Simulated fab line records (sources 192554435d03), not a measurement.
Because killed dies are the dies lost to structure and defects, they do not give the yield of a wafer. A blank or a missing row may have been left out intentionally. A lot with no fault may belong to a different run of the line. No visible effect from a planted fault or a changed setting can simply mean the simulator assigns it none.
Matching of chambers / flow n5 finfet / 4 sister chambers for N5_BEOL_M0_ETCH_128 on rie diel-02
The step etches SiCN in CF4/N2, target depth 12 nm, overetch 5.1 nm, time 21.4 s. 18 wafers are shown with their chamber, then 9 later ones without.

WAFERS PAIRED WITH THEIR CHAMBERS
wafer=L077.2; chamber=1; showerhead plenum p Torr (Torr)=2.14; drypump motor current A (A)=6.4; oes product au (a.u.)=0.54
wafer=L077.3; chamber=0; showerhead plenum p Torr (Torr)=2.35; drypump motor current A (A)=5.5; oes product au (a.u.)=0.62
wafer=L077.4; chamber=2; showerhead plenum p Torr (Torr)=2.27; drypump motor current A (A)=5.8; oes product au (a.u.)=0.65
wafer=L080.2; chamber=0; showerhead plenum p Torr (Torr)=2.35; drypump motor current A (A)=5.5; oes product au (a.u.)=0.61
wafer=L080.4; chamber=2; showerhead plenum p Torr (Torr)=2.27; drypump motor current A (A)=5.8; oes product au (a.u.)=0.63
wafer=L080.5; chamber=1; showerhead plenum p Torr (Torr)=2.14; drypump motor current A (A)=6.3; oes product au (a.u.)=0.54
wafer=L083.2; chamber=2; showerhead plenum p Torr (Torr)=2.27; drypump motor current A (A)=5.8; oes product au (a.u.)=0.61
wafer=L083.4; chamber=2; showerhead plenum p Torr (Torr)=2.27; drypump motor current A (A)=5.8; oes product au (a.u.)=0.62
wafer=L083.6; chamber=0; showerhead plenum p Torr (Torr)=2.35; drypump motor current A (A)=5.5; oes product au (a.u.)=0.61
wafer=L084.1; chamber=0; showerhead plenum p Torr (Torr)=2.35; drypump motor current A (A)=5.5; oes product au (a.u.)=0.60
wafer=L084.2; chamber=2; showerhead plenum p Torr (Torr)=2.26; drypump motor current A (A)=5.7; oes product au (a.u.)=0.60
wafer=L084.3; chamber=3; showerhead plenum p Torr (Torr)=2.17; drypump motor current A (A)=6.1; oes product au (a.u.)=0.68
wafer=L085.2; chamber=0; showerhead plenum p Torr (Torr)=2.35; drypump motor current A (A)=5.5; oes product au (a.u.)=0.61
wafer=L085.3; chamber=1; showerhead plenum p Torr (Torr)=2.13; drypump motor current A (A)=6.3; oes product au (a.u.)=0.52
wafer=L085.6; chamber=3; showerhead plenum p Torr (Torr)=2.17; drypump motor current A (A)=6.1; oes product au (a.u.)=0.67
wafer=L087.1; chamber=0; showerhead plenum p Torr (Torr)=2.35; drypump motor current A (A)=5.5; oes product au (a.u.)=0.59
wafer=L087.2; chamber=1; showerhead plenum p Torr (Torr)=2.13; drypump motor current A (A)=6.3; oes product au (a.u.)=0.52
wafer=L087.5; chamber=2; showerhead plenum p Torr (Torr)=2.26; drypump motor current A (A)=5.8; oes product au (a.u.)=0.60

SIGNATURES, as means of the wafers listed above
reading=showerhead plenum p Torr; chamber 0=2.3500; chamber 1=2.1350; chamber 2=2.2667; chamber 3=2.1700; scatter within a chamber=0.00408
reading=drypump motor current A; chamber 0=5.500; chamber 1=6.325; chamber 2=5.783; chamber 3=6.100; scatter within a chamber=0.0336
reading=oes product au; chamber 0=0.6067; chamber 1=0.5300; chamber 2=0.6183; chamber 3=0.6750; scatter within a chamber=0.0143
Rule: for a wafer and a chamber, the distance is found by dividing, reading by reading, the gap between the wafer's reading and the chamber's mean by the reading's scatter, squaring, summing and taking the root. If the next closest chamber is less than 2 further off than the closest, the wafer can't be placed; otherwise it belongs to the closest. The scatter: take each reading less its chamber's mean, square it, sum over the shown wafers, divide by the number of wafers less the number of chambers, and take the root.

WAFERS MISSING THEIR CHAMBER
wafer=L092.1; showerhead plenum p Torr (Torr)=2.34; drypump motor current A (A)=5.5; oes product au (a.u.)=0.59
wafer=L092.2; showerhead plenum p Torr (Torr)=2.16; drypump motor current A (A)=6.1; oes product au (a.u.)=0.63
wafer=L092.5; showerhead plenum p Torr (Torr)=2.16; drypump motor current A (A)=6.1; oes product au (a.u.)=0.63
wafer=L095.1; showerhead plenum p Torr (Torr)=2.13; drypump motor current A (A)=6.3; oes product au (a.u.)=0.52
wafer=L095.2; showerhead plenum p Torr (Torr)=2.26; drypump motor current A (A)=5.8; oes product au (a.u.)=0.58
wafer=L095.3; showerhead plenum p Torr (Torr)=2.34; drypump motor current A (A)=5.5; oes product au (a.u.)=0.59
wafer=L096.1; showerhead plenum p Torr (Torr)=2.13; drypump motor current A (A)=6.3; oes product au (a.u.)=0.51
wafer=L096.4; showerhead plenum p Torr (Torr)=2.16; drypump motor current A (A)=6.1; oes product au (a.u.)=0.62
wafer=L096.5; showerhead plenum p Torr (Torr)=2.26; drypump motor current A (A)=5.8; oes product au (a.u.)=0.58

CHAMBER TAKEN BY EACH
wafer=L092.1; from the rows above=0; in truth=0
wafer=L092.2; from the rows above=3; in truth=3
wafer=L092.5; from the rows above=3; in truth=3
wafer=L095.1; from the rows above=1; in truth=1
wafer=L095.2; from the rows above=2; in truth=2
wafer=L095.3; from the rows above=0; in truth=0
wafer=L096.1; from the rows above=1; in truth=1
wafer=L096.4; from the rows above=3; in truth=3
wafer=L096.5; from the rows above=2; in truth=2
Placed correctly: 9 of 9. Can't be placed from these rows: 0. 0 placed wrongly.
